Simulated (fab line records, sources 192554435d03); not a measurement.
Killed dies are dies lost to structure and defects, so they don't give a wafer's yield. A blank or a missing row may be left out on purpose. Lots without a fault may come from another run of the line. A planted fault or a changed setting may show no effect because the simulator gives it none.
fab line records | flow n5_finfet
record lots=11 wafers=32 last_day=17
route steps=1938 shown BEOL_M5@1168 PASSIVATION@1936
lots that met no fault: from a run of the same line without faults
start_h: hours from the record's first day to the start of the lot's first wafer shown | wait_h: hours since the lot's step before | " the same as in the row above | L1.1+2: a row that stands for several wafers | - no value, or no start given | * or withheld: withheld | < > ~ a bound
route shown NAME@n: a module of which the file shows steps, and the number in the route of the first | usual: mean/standard deviation of fault-free wafers | same: alike in all rows | chamber/n: place in a boat | sites: the reading at each site | _std_site: their standard deviation | _edge_site: outer sites' mean less inner sites' | radius_mm: how far each site lies from the wafer's centre | mask NAME#n: copy n | behind: the tool/chamber that last shaped the wafer | hold: why the lot was held/for how many hours/how that ended | device: the transistor (n, p or np) that didn't switch | end of line: the same wafers' tests at the end of the route | a step without rows: its recipe alone | killed: dies lost to structure and defects at the first sort, not the wafer's yield | map: a wafer's dies, x killed, . not, _ none there
set.NAME: the setting as run; set.NAME@STEP: as run at that earlier step | model.NAME: the simulator's own value behind a step, which no gauge read
steps of the route over a sample of lots; a table a step, a row a wafer
services: from which hour (start_h, from the record's first day; less than 0 if before it) a tool's chamber was out of use, for how many hours, and why
## steps
# step N5_BEOL_M5_CD_MEAS_35
# recipe target_cd_nm=28 target_cd_y_nm=24 polarity=opening
# usual cd_nm=28.0/0.36
# columns lot.wafer tool chamber start_h wait_h cd_nm
L222.2 cd_sem-03 - 169.83 0.0 27.8
L222.3 " - " " 28.1
L222.4 " - " " 28.4
L226.3 cd_sem-02 - 193.34 0.0 28.2
L226.5 " - " " 28.2
L226.6 " - " " 27.8
L227.1 cd_sem-02 - 204.36 0.0 28.2
L227.2 " - " " 28.3
L227.6 " - " " 27.5
L229.4 cd_sem-02 - 214.45 0.0 28.6
L229.5 " - " " 28.0
L231.1 cd_sem-03 - 226.06 0.0 27.7
L231.2 " - " " 27.7
L231.6 " - " " 28.4
L238.3 cd_sem-01 - 271.09 0.0 27.8
L238.4 " - " " 27.6
L238.6 " - " " 27.5
L239.2 cd_sem-01 - 278.69 0.0 27.5
L239.3 " - " " 27.4
L239.6 " - " " 27.2
L240.2 cd_sem-02 - 291.18 0.0 28.4
L240.3 " - " " 27.9
L240.4 " - " " 28.0
L242.1 cd_sem-01 - 291.66 0.0 27.6
L242.2 " - " " 27.9
L242.4 " - " " 27.5
L241.1 cd_sem-03 - 294.51 0.0 27.6
L241.2 " - " " 27.8
L241.4 " - " " 27.2
L243.2 cd_sem-03 - 295.58 0.0 28.3
L243.3 " - " " 28.4
L243.4 " - " " 28.0
# step N5_BEOL_M5_ECD_50
# recipe material=Cu target_thk_a=3000
# columns lot.wafer tool chamber start_h wait_h
L222.2+3+4 ecd_cu-02 0,1,0 175.42 0.1
L226.3+5+6 ecd_cu-02 0,1,0 198.89 0.1
L227.1+2+6 ecd_cu-02 0,1,1 209.75 0.1
L229.4+5 ecd_cu-02 1,0 220.21 0.1
L231.1+2+6 ecd_cu-02 1,0,1 231.55 0.1
L238.3+4+6 ecd_cu-01 1,0,0 276.81 0.1
L239.2+3+6 ecd_cu-02 1,0,0 285.93 0.1
L240.2+3+4 ecd_cu-01 1,0,1 296.57 0.1
L242.1+2+4 ecd_cu-02 1,0,1 297.27 0.1
L241.1+2+4 ecd_cu-02 1,0,0 300.09 0.1
L243.2+3+4 ecd_cu-02 1,0,1 307.01 0.1
# step N5_BEOL_M5_CMP_52
# recipe stop_on=SiCOH_lowk t_overpolish_s=6.9 down_force_psi=1 platen_rpm=50 clearing_platen_down_force_psi=1.5 clearing_platen_rpm=50 post_cmp_clean=cu_alkaline target_thk_nm=62 clearing_platen_pad_velocity_m_s=0.99484 pad_velocity_m_s=0.99484
# usual clearing_platen_rpm=50.00/0.03 motor_current_A=6.1/0.72 pad_life_wafers=1042/610 platen_rpm=50.00/0.034 time_to_endpoint_s=61.5/2.9
# columns lot.wafer tool chamber start_h wait_h clearing_platen_rpm motor_current_A pad_life_wafers platen_rpm time_to_endpoint_s
L222.3 cmp-03 2 176.36 0.2 50.01 7.1 930 50.01 54.9
L222.4 " 3 " " 49.98 4.8 931 49.93 60.8
L222.2 " 1 " " 50.03 5.5 933 49.98 62.1
L226.3 cmp-01 1 202.64 0.3 50.01 5.8 258 50.07 58.7
L226.6 " 1 " " 50.01 6.5 - 50.04 60.4
L226.5 " 2 " " 49.96 6.7 - 49.99 62.1
L227.1 cmp-04 3 212.54 0.3 50.01 5.7 710 50.01 96.9
L227.2 " 0 " " 50.04 6.5 711 49.99 62.3
L227.6 " 1 " " 49.98 5.8 - 49.97 66.2
L229.4 cmp-03 3 221.36 0.1 49.97 4.7 1362 49.93 61.0
L229.5 " 0 " " 49.97 6.8 - 49.96 93.1
L231.1 cmp-04 2 232.11 0.3 50.00 6.0 834 49.94 97.5
L231.2 " 1 " " 49.94 5.5 837 50.01 65.6
L231.6 " 3 " " 50.01 5.9 - 50.00 60.1
L238.3 cmp-03 1 277.30 0.2 50.00 5.7 1908 50.00 64.0
L238.4 " 2 " " 50.06 7.3 1909 50.03 58.2
L238.6 " 1 " " 50.02 5.6 - 50.02 68.1
L239.2 cmp-04 0 286.58 0.5 50.00 6.7 1128 50.00 63.4
L239.3 " 2 " " 49.94 6.1 1130 50.01 63.4
L239.6 " 1 " " 50.01 5.5 - 50.03 63.6
L240.4 cmp-01 1 296.95 0.1 50.02 5.7 912 50.04 59.1
L240.2 " 2 " " 49.99 6.7 913 50.03 64.5
L240.3 " 3 " " 49.97 6.3 914 49.97 63.6
L242.4 cmp-03 0 297.69 0.2 50.03 6.7 2059 50.00 63.0
L242.2 " 1 " " 49.99 5.4 2060 50.03 65.4
L242.1 " 2 " " 50.02 6.8 2061 49.95 59.7
L241.2 cmp-01 3 300.70 0.3 50.00 6.4 937 50.03 59.4
L241.1 " 0 " " 49.99 5.2 938 49.98 57.3
L241.4 " 1 " " 50.03 6.1 939 49.96 58.1
L243.2 cmp-03 0 307.43 0.2 50.00 6.4 55 49.99 62.8
L243.4 " 1 " " 50.01 5.5 56 49.99 65.9
L243.3 " 2 " " 49.99 7.2 57 49.97 58.7
# step N5_BEOL_M5_PRE_CLEAN_77
# recipe gas=NH3/H2 time_s=15 temp_c=* rf_power_w=300
# usual heater_power_w=83/14 susceptor_temp_C=*
# columns lot.wafer tool chamber start_h wait_h heater_power_w since_wet_clean_h susceptor_temp_C
L222.2 cvd_co-02 2 176.69 0.0 98 477 *
L222.3 " 1 " " 71 40 *
L222.4 " 0 " " 83 - *
L226.3 cvd_co-01 0 202.98 0.0 68 744 *
L226.5 " 1 " " 103 - *
L226.6 " 2 " " 70 - *
L227.1 cvd_co-02 1 212.79 0.0 71 76 *
L227.2 " 2 " " 99 513 *
L227.6 " 1 " " 75 - *
L229.4 cvd_co-01 2 221.71 0.1 70 - *
L229.5 " 0 " " 70 - *
L231.1 cvd_co-01 2 232.44 0.0 69 314 *
L231.2 " 0 " " 71 774 *
L231.6 " 2 " " 67 - *
L238.3 cvd_co-02 2 277.63 0.0 101 578 *
L238.4 " 2 " " 100 - *
L238.6 " 0 " " 83 - *
L239.2 cvd_co-02 0 286.92 0.0 83 1047 *
L239.3 " 1 " " 75 150 *
L239.6 " 0 " " 83 - *
L240.2 cvd_co-01 1 297.29 0.0 106 1276 *
L240.3 " 0 " " 69 839 *
L240.4 " 0 " " 71 - *
L242.1 cvd_co-01 0 297.98 0.0 68 839 *
L242.2 " 1 " " 105 1277 *
L242.4 " 2 " " 70 - *
L241.1 cvd_co-02 0 300.99 0.0 83 1061 *
L241.2 " 1 " " 74 164 *
L241.4 " 0 " " 85 - *
L243.2 cvd_co-01 1 307.72 0.0 103 1286 *
L243.3 " 2 " " 70 390 *
L243.4 " 2 " " 69 - *
# step N5_BEOL_M5_RS_MEAS_57
# recipe thk_meas_gauge=four-point-probe reads=Co_of_BEOL_M5_CO_CAP_78+Cu_of_BEOL_M5_ECD_50+Co_of_BEOL_M5_CVD_47+TaN_of_BEOL_M5_ALD_86
# usual M5_RS=0.388/0.012
# columns lot.wafer tool chamber start_h wait_h M5_RS[ohm/sq]
L222.2 film_metro-02 - 176.91 0.1 0.395
L222.3 " - " " 0.401
L222.4 " - " " 0.392
L226.3 film_metro-02 - 203.20 0.1 0.405
L226.5 " - " " 0.410
L226.6 " - " " 0.392
L227.1 film_metro-01 - 213.01 0.0 0.391
L227.2 " - " " 0.392
L227.6 " - " " 0.382
L229.4 film_metro-02 - 221.95 0.1 0.385
L229.5 " - " " 0.381
L231.1 film_metro-01 - 232.66 0.0 0.382
L231.2 " - " " 0.380
L231.6 " - " " 0.386
L238.3 film_metro-01 - 277.85 0.1 0.388
L238.4 " - " " 0.396
L238.6 " - " " 0.378
L239.2 film_metro-01 - 287.14 0.1 0.385
L239.3 " - " " 0.378
L239.6 " - " " 0.377
L240.2 film_metro-02 - 297.51 0.1 0.412
L240.3 " - " " 0.403
L240.4 " - " " 0.396
L242.1 film_metro-01 - 298.20 0.0 0.410
L242.2 " - " " 0.376
L242.4 " - " " 0.397
L241.1 film_metro-02 - 301.22 0.0 0.398
L241.2 " - " " 0.374
L241.4 " - " " 0.402
L243.2 film_metro-02 - 307.95 0.1 0.383
L243.3 " - " " 0.400
L243.4 " - " " 0.379
# step N5_PASSIVATION_PROBE_49
# usual defect_limited_yield=91.0/1.5 killed_at_M0_to_M3=34/9.1 killed_at_M4_up=14/5.7 killed_at_contacts=13/5.7 killed_at_front_end=42/12 killed_at_other=4/3.4 killed_dies=106/17 killed_open=70/13 killed_short=34/7.5 sort_bin_5_function=5.2/0.94 sort_bin_6_memory=3.4/0.69 sort_bin_8_speed=0.00/0.029 sort_n_pass=1074/17 sort_yield_pct=91.0/1.5
# same gross_dies=1180 killed_at_back_side=0 sort_bin_4_leakage[%]=0
# columns lot.wafer tool chamber start_h wait_h defect_limited_yield[%] killed_at_M0_to_M3 killed_at_M4_up killed_at_contacts killed_at_front_end killed_at_other killed_dies killed_open killed_short sort_bin_5_function[%] sort_bin_6_memory[%] sort_bin_8_speed[%] sort_n_pass sort_yield_pct[%]
L231.1 prober-02 - 325.77 0.0 87.9 61 8 12 59 3 143 98 45 7.1 4.4 0 1037 87.9
L231.2 prober-02 - 325.82 0.1 89.2 50 9 8 60 0 127 88 39 6.2 4.3 0 1053 89.2
L231.6 prober-02 - 326.02 0.3 89.3 52 7 5 60 2 126 89 34 6.4 3.5 0 1054 89.3
# killed by level:class
L231.1 BEOL_M3:geometric_particle:open=23 BEOL_M2:geometric_particle:open=18 FIN_SAQP:geometric_particle:open=14 MOL_CONTACT_COAG:geometric_particle:open=10 FIN_SAQP:geometric_particle:short=9 STI_FIN_REVEAL:geometric_particle:open=8 BEOL_M3:geometric_particle:short=7 ILD0:geometric_particle:open=6
L231.2 STI_FIN_REVEAL:geometric_particle:open=21 BEOL_M3:geometric_particle:open=17 BEOL_M2:geometric_particle:open=9 STI_FIN_REVEAL:geometric_particle:short=8 BEOL_M0_SAQP:geometric_particle:short=8 MOL_CONTACT_COAG:geometric_particle:open=7 FIN_SAQP:geometric_particle:open=6 FIN_SAQP:geometric_particle:short=5
L231.6 BEOL_M3:geometric_particle:open=21 STI_FIN_REVEAL:geometric_particle:open=16 FIN_SAQP:geometric_particle:open=15 BEOL_M0_SAQP:geometric_particle:open=14 FIN_SAQP:geometric_particle:short=9 BEOL_M0_SAQP:geometric_particle:short=8 BEOL_M4:geometric_particle:open=6 DUMMY_GATE:geometric_particle:open=5
## services
# columns tool chamber start_h hours kind
cmp-04 - 155.45 0.7 repair
cmp-01 - 173.70 4.0 pm
cmp-01 - 177.70 - consumable_replace:conditioner
cmp-01 - 177.70 - consumable_replace:pad
cmp-04 - 181.53 0.9 repair
cmp-01 - 190.44 1.3 repair
cmp-04 - 197.17 5.3 pm
cmp-03 - 204.80 1.4 repair
ecd_cu-01 - 211.78 2.0 repair
cvd_co-01 - 215.00 1.1 repair
cmp-04 - 219.11 0.3 repair
cmp-04 - 241.20 14.3 repair
ecd_cu-01 - 252.78 7.3 pm
cmp-01 - 255.04 5.6 pm
cmp-04 - 255.52 7.6 pm
cmp-01 - 262.95 15.5 pm
cvd_co-02 - 281.28 3.8 pm
cmp-03 - 298.82 4.0 pm
cmp-03 - 302.82 - consumable_replace:conditioner
cmp-03 - 302.82 - consumable_replace:pad
ecd_cu-01 - 304.44 2.8 repair
## key
first_sign step=N5_BEOL_M5_CMP_52 reading=time_to_endpoint_s direction=up sigmas=12 usual=* struck=*
effect none on later readings
met_at N5_BEOL_M5_ECD_50
struck_lots L227,L229,L231
struck_wafers L227.1,L229.5,L231.1
not_acting_at N5_BEOL_M5_CD_MEAS_35,N5_BEOL_M5_PRE_CLEAN_77,N5_BEOL_M5_RS_MEAS_57
onset_between 198.89 209.75
fault kind=process_parameter_drift tool=ecd_cu-02 chamber=- onset_h=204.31 steps=N5_BEOL_M5_ECD_50 channel=target_thk_a offset=* shape=step end_h=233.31 scope=struck_wafers_only acts_in=* stated=*
